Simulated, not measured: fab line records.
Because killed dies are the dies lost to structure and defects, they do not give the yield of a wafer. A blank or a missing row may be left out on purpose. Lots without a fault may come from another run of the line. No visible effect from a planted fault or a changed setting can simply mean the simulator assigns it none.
Matching of chambers + flow n5-finfet + 3 sister chambers for N5_FIN_SAQP_PECVD_47 on pecvd-04
The step deposits a-Si from SiH4/He, target thk 45 nm, time 36.3 s. 14 wafers are shown with their chamber, then 7 later ones without.

## WAFERS PAIRED WITH THEIR CHAMBERS
| wafer  | chamber | throttle-valve-pct (%) | showerhead-plenum-p-Torr (Torr) | heater-power-w (W) |
|--------|---------|------------------------|---------------------------------|--------------------|
| L078.3 | 1       | 18.4                   | 5.71                            | 991                |
| L078.4 | 2       | 20.9                   | 5.62                            | 947                |
| L078.5 | 1       | 18.4                   | 5.72                            | 994                |
| L082.1 | 2       | 21.0                   | 5.61                            | 886                |
| L082.3 | 0       | 18.6                   | 5.73                            | 884                |
| L082.6 | 0       | 18.6                   | 5.75                            | 903                |
| L087.3 | 0       | 19.1                   | 5.75                            | 815                |
| L087.4 | 2       | 20.9                   | 5.62                            | 998                |
| L087.6 | 1       | 18.4                   | 5.71                            | 1063               |
| L089.1 | 2       | 20.9                   | 5.62                            | 871                |
| L089.2 | 0       | 18.7                   | 5.73                            | 887                |
| L089.4 | 0       | 18.9                   | 5.74                            | 888                |
| L093.2 | 0       | 18.6                   | 5.75                            | 964                |
| L093.4 | 1       | 18.3                   | 5.71                            | 1095               |

SIGNATURES, as means of the wafers listed above
| reading                  | chamber 0 | chamber 1 | chamber 2 | scatter within a chamber |
|--------------------------|-----------|-----------|-----------|--------------------------|
| throttle-valve-pct       | 18.750    | 18.375    | 20.925    | 0.145                    |
| showerhead-plenum-p-Torr | 5.7417    | 5.7125    | 5.6175    | 0.00759                  |
| heater-power-w           | 890.17    | 1035.75   | 925.50    | 51.8                     |
Rule: distance of a wafer from a chamber = root of the sum over the readings of ((wafer's reading minus chamber's mean) / reading's scatter) squared. If the next closest chamber is less than 2 further off than the closest, the wafer can't be placed; otherwise it belongs to the closest. The scatter: the root of (the sum of the squares of (reading less its chamber's mean) over the shown wafers, divided by (wafers less chambers)).

## WAFERS WITHOUT THEIR CHAMBER
| wafer  | throttle-valve-pct (%) | showerhead-plenum-p-Torr (Torr) | heater-power-w (W) |
|--------|------------------------|---------------------------------|--------------------|
| L093.6 | 21.1                   | 5.62                            | 971                |
| L096.1 | 18.6                   | 5.74                            | 962                |
| L096.2 | 18.2                   | 5.72                            | 1053               |
| L096.6 | 18.5                   | 5.71                            | 1005               |
| L097.2 | 18.7                   | 5.75                            | 942                |
| L097.3 | 18.2                   | 5.71                            | 1099               |
| L097.5 | 18.6                   | 5.72                            | 1075               |

## WHICH CHAMBER EACH WENT THROUGH
| wafer  | from the rows above | in truth |
|--------|---------------------|----------|
| L093.6 | 2                   | 2        |
| L096.1 | 0                   | 0        |
| L096.2 | 1                   | 1        |
| L096.6 | 1                   | 1        |
| L097.2 | 0                   | 0        |
| L097.3 | 1                   | 1        |
| L097.5 | 1                   | 1        |
7 of 7 placed correctly. Not placeable from these rows: 0. Placed wrongly: 0.
